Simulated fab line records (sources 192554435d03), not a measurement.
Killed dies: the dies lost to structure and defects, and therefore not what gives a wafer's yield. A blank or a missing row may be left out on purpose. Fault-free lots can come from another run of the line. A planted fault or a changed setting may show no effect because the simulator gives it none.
One fault through the eyes of 2 desks || flow n5_finfet || numbers are kept per desk, each desk with only its own; the story behind them comes last

AT THE TOOL OWNER'S DESK: rie_diel-05
The tool's own readings at N5_MOL_CONTACT_COAG_ETCH_124 (etches SiNx in CH3F/O2, stops on SiOC, target depth 6.5 nm): means of the sampled wafers that have a number, for each lot that ran on this tool. The brackets show how far a lot's mean lies from the usual mean; more than 4 standard deviations puts the lot out of limits, marked OUT.
Columns: A = drypump_motor_current_A at N5_MOL_CONTACT_COAG_ETCH_124, usual 5.8 A; B = oes_product_au at N5_MOL_CONTACT_COAG_ETCH_124, usual 0.70 a.u.; C = rf_vpp_V at N5_MOL_CONTACT_COAG_ETCH_124, usual 299 V; D = showerhead_plenum_p_Torr at N5_MOL_CONTACT_COAG_ETCH_124, usual 2.01 Torr; E = throttle_valve_pct at N5_MOL_CONTACT_COAG_ETCH_124, usual 16.21 %
{"lot": "L754", "first seen here": "day 5 07:22", "A": 6.0, "B": 0.74, "C": 294, "D": 1.99, "E": 16.28}
{"lot": "L755", "first seen here": "day 5 08:17", "A": 5.9, "B": 0.72, "C": 296, "D": 1.99, "E": 16.35}
{"lot": "L763", "first seen here": "day 7 10:01", "A": 5.7, "B": 0.70, "C": 296, "D": 1.95, "E": 16.17}
{"lot": "L764", "first seen here": "day 7 11:26", "A": 5.9, "B": 0.68, "C": 295, "D": 1.99, "E": 16.33}
Finding of this desk: none of the 4 lots has anything out of limits.

AT THE METROLOGY DESK
What the gauges read, lot by lot, whatever tool the lot ran on: means of the sampled wafers that have a number. The brackets show how far a lot's mean lies from the usual mean; more than 4 standard deviations puts the lot out of limits, marked OUT. Shown here are 7 of its 10 readings, the ones lying furthest out on some lot.
Columns: A = DIBL_N at N5_BEOL_M4_RC_MEAS_101, usual 36.2 mV/V; B = DIBL_P at N5_BEOL_M4_RC_MEAS_101, usual 36.5 mV/V; C = IOFF_P at N5_BEOL_M4_RC_MEAS_101, usual 0.21 nA/um; D = ION_N at N5_BEOL_M4_RC_MEAS_101, usual 675 uA/um; E = ION_P at N5_BEOL_M4_RC_MEAS_101, usual 464 uA/um; F = SS_N at N5_BEOL_M4_RC_MEAS_101, usual 71.5 mV/dec; G = SS_P at N5_BEOL_M4_RC_MEAS_101, usual 73.4 mV/dec
{"lot": "L755", "first seen here": "day 7 20:24", "A": 37.5, "B": 38.0, "C": 0.25, "D": 681, "E": 471, "F": 71.8, "G": 73.7}
{"lot": "L754", "first seen here": "day 7 23:20", "A": 35.8, "B": 37.4, "C": 0.23, "D": 679, "E": 463, "F": 71.5, "G": 72.8}
{"lot": "L764", "first seen here": "day 10 01:27", "A": 34.8, "B": 34.9, "C": 0.19, "D": 675, "E": 466, "F": 71.1, "G": 73.1}
{"lot": "L763", "first seen here": "day 10 02:59", "A": 36.3, "B": 37.8, "C": 0.23, "D": 693, "E": 473, "F": 71.4, "G": 73.6}
{"lot": "L773", "first seen here": "day 12 12:52", "A": 35.7, "B": 38.1, "C": 0.21, "D": 668, "E": 460, "F": 72.2, "G": 73.8}
{"lot": "L771", "first seen here": "day 12 15:55", "A": 36.3, "B": 37.1, "C": 0.21, "D": 669, "E": 461, "F": 72.2, "G": 73.5}
{"lot": "L772", "first seen here": "day 12 17:14", "A": 37.2, "B": 37.5, "C": 0.24, "D": 698, "E": 477, "F": 71.8, "G": 73.9}
{"lot": "L775", "first seen here": "day 13 14:35", "A": 36.0, "B": 36.8, "C": 0.20, "D": 673, "E": 461, "F": 71.4, "G": 73.1}
{"lot": "L776", "first seen here": "day 14 08:34", "A": 34.0, "B": 34.2, "C": 0.21, "D": 672, "E": 471, "F": 70.9, "G": 73.0}
Finding of this desk: none of the 9 lots has anything out of limits.

ALL TOGETHER
The desk of the tool owner found nothing out of limits.
At the metrology desk, nothing out of limits was observed.

WHAT HAD BEEN PUT IN BY THE SIMULATOR
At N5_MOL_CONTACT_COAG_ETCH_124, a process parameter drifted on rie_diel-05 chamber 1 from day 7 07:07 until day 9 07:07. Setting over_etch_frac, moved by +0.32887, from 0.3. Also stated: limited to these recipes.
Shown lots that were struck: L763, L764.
